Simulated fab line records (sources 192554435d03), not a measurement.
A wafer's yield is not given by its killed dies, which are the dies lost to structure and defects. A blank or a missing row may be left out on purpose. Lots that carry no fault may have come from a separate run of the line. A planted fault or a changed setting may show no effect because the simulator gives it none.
A lot that was struck, set against a sound lot + flow n5Finfet + 28 out of 1938 route steps
Sound: the wafers L420.2, L420.4, L420.6. The struck wafers were L414.2, L414.5, L414.6. The cause is given at the end.
Each step with rows lists, per side, the tool, then ch with its chambers, then its first start. Under that, the readings that differ: sound wafers + struck wafers + difference of the means + sigmas: that difference in standard deviations of wafers without a fault.
alike: readings whose means differ by less than 2 such deviations, and words and numbers that are the same on both sides. not compared: withheld readings, readings that some wafer has no value for, bounds like >300 that may hide the same value, and numbers for which the record gives no deviation and whose values overlap.
A row with sigmas, a row that says differs or no value, or rows on one side alone: a step with any of these is where the two part. When numbers do not overlap yet have no deviation, they are printed without sigmas and do not part them. Lack of a reading on every wafer of one side parts them only where that side has two or more wafers.

first, 10 steps without rows for these wafers: N5_FIN_SAQP_PRECLEAN_00 (cleans in SC1, time 60 s); N5_FIN_SAQP_PRECLEAN_44 (cleans in SC2, time 45 s); N5_FIN_SAQP_SRD_01 (time 30 s); N5_FIN_SAQP_ALD_61 (deposits SiO2, target thk 4 nm, pulse time 1 s, purge time 2 s); N5_FIN_SAQP_DENSIFY_62 (time 60 s); N5_FIN_SAQP_HM_DEP_03 (deposits SiNx from SiH4/NH3/N2, target thk 38 nm, time 33.6 s); N5_FIN_SAQP_PECVD_47 (deposits a-Si from SiH4/He, target thk 45 nm, time 36.3 s); N5_FIN_SAQP_PECVD_48 (deposits SiNx from SiH4/NH3/N2, target thk 25 nm, time 22.1 s); N5_FIN_SAQP_PECVD_06 (deposits a-Si from SiH4/He, target thk 60 nm, time 48.1 s); N5_FIN_SAQP_HM_DEP_72 (deposits SiO2 from SiH4/N2O, target thk 12 nm, time 7.2 s).
N5_FIN_SAQP_COAT_49: time 60 s, resist thk 100 nm.
  sound on lithoTrack-04 ch 0, day 7 14:54; struck on lithoTrack-01 ch 0, day 6 04:30
| reading                                  | sound                | struck               | difference | sigmas      |
|------------------------------------------|----------------------|----------------------|------------|-------------|
| spinSpeedRpm (rpm)                       | 1499.9 1499.0 1500.9 | 1649.1 1648.1 1646.8 | +148.1     | +99 or more |
| model.SOC_of_FIN_SAQP_COAT_49.thkNm (nm) | 99.88 99.69 99.77    | 95.61 95.64 95.21    | -4.29      |             |
then, 9 steps without rows for these wafers: N5_FIN_SAQP_COAT_50 (time 60 s, resist thk 35 nm); N5_FIN_SAQP_COAT_10 (resist thk 90 nm); N5_FIN_SAQP_EBR_12; N5_FIN_SAQP_SOFTBAKE_11 (time 60 s); N5_FIN_SAQP_EXPOSE_13 (exposes mask FIN CORE, target cd 35.6 nm); N5_FIN_SAQP_PEB_14 (peb time 60 s); N5_FIN_SAQP_DEVELOP_15 (develop time 30 s); N5_FIN_SAQP_DESCUM_21 (chemistry O2, time 7.9 s); N5_FIN_SAQP_ETCH_51 (etches SiARC in CF4, target depth 45.5 nm, time 75.8 s).
N5_FIN_SAQP_ETCH_52: etches SOC in N2/H2, target depth 100 nm, overetch 20 nm, time 150 s.
  sound on rieDiel-04 ch 0,1, day 7 15:28; struck on rieDiel-04 ch 2,3, day 6 05:04
| reading                 | sound             | struck            | difference | sigmas |
|-------------------------|-------------------|-------------------|------------|--------|
| tempC (C)               | 40.24 40.11 40.00 | 39.64 39.87 40.09 | -0.25      | -2     |
| model.etch.depthNm (nm) | 99.88 99.69 99.77 | 95.61 95.64 95.21 | -4.29      |        |
  alike: drypumpMotorCurrentA, h2FlowSccm, oesProductAu, rfVppV, showerheadPlenumPTorr, throttleValvePct
  not compared: rfHoursCounterH
then, 3 steps without rows for these wafers: N5_FIN_SAQP_STRIP_53 (strips in N2/H2); N5_FIN_SAQP_HM_OPEN_73 (chemistry CHF3/O2, target SiO2, stops on a-Si, target depth 12 nm, time 16.8 s); N5_FIN_SAQP_STRIP_74 (strips in CHF3/O2).
N5_FIN_SAQP_MANDREL_ETCH_22: etches a-Si in HBr/Cl2, stops on SiNx, target depth 60 nm, bt time 10 s, time 30 s.
  sound on rieSi-06 ch 1,2, day 7 15:39; struck on rieSi-03 ch 0,3, day 6 05:15
| reading                                  | sound          | struck            | difference | sigmas |
|------------------------------------------|----------------|-------------------|------------|--------|
| model.SOC_of_FIN_SAQP_COAT_49.thkNm (nm) | 76.07 74.83 75 | 71.79 71.27 71.45 | -3.80      |        |
  alike: drypumpMotorCurrentA, oesProductAu, throttleValvePct
  not compared: rfHoursCounterH
then, 1 step without rows for these wafers: N5_FIN_SAQP_STRIP_55 (strips in N2/H2).
-- here the record skips 7 days between the struck wafers' starts before and after, leaving off in module FIN_SAQP and picking up in module BEOL_M4 (first step shown: number 1111 of the route) --
N5_BEOL_M4_RC_MEAS_101:
  sound on prober-01 ch 0, day 15 10:16; struck on prober-02 ch 0, day 12 22:40
| reading        | sound          | struck         | difference | sigmas |
|----------------|----------------|----------------|------------|--------|
| DIBL_N (mV/V)  | 30.9 33.5 33.1 | 37.8 37.3 36.2 | +4.6       | +2     |
| DIBL_P (mV/V)  | 29.8 33.8 33.7 | 38.3 38.3 36.8 | +5.4       | +3     |
| IOFF_P (nA/um) | 0.14 0.19 0.18 | 0.27 0.30 0.25 | +0.10      | +3     |
| SS_P (mV/dec)  | 71.4 73.2 72.7 | 73.7 74.5 73.8 | +1.6       | +2     |
  alike: IOFF_N, ION_N, ION_P, SS_N, VT_N, VT_P
-- a jump in the record: the struck wafers' starts before and after are 5 days apart (it breaks off in module BEOL_M4 and resumes in module PASSIVATION, where the first step shown is number 1936 of the route) --
N5_PASSIVATION_PROBE_49:
  sound on prober-02, day 20 06:31; struck on prober-01, day 17 15:58
  alike: defectLimitedYield, killed_at_M0_to_M3, killed_at_M4_up, killedAtContacts, killedAtFrontEnd, killedAtOther, killedDies, killedOnRim, killedOpen, killedShort, sort_bin_5_function, sort_bin_6_memory, sort_bin_8_speed, sortNPass, sortYieldPct

== WHERE THEY PART ==
Earliest at N5_FIN_SAQP_COAT_49; latest, in this record, at N5_BEOL_M4_RC_MEAS_101. Later steps at which nothing parts them and some readings are alike: N5_PASSIVATION_PROBE_49.

WHY: what had been put in by the simulator
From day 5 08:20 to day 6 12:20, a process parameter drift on lithoTrack-01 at N5_FIN_SAQP_COAT_49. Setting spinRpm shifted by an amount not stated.
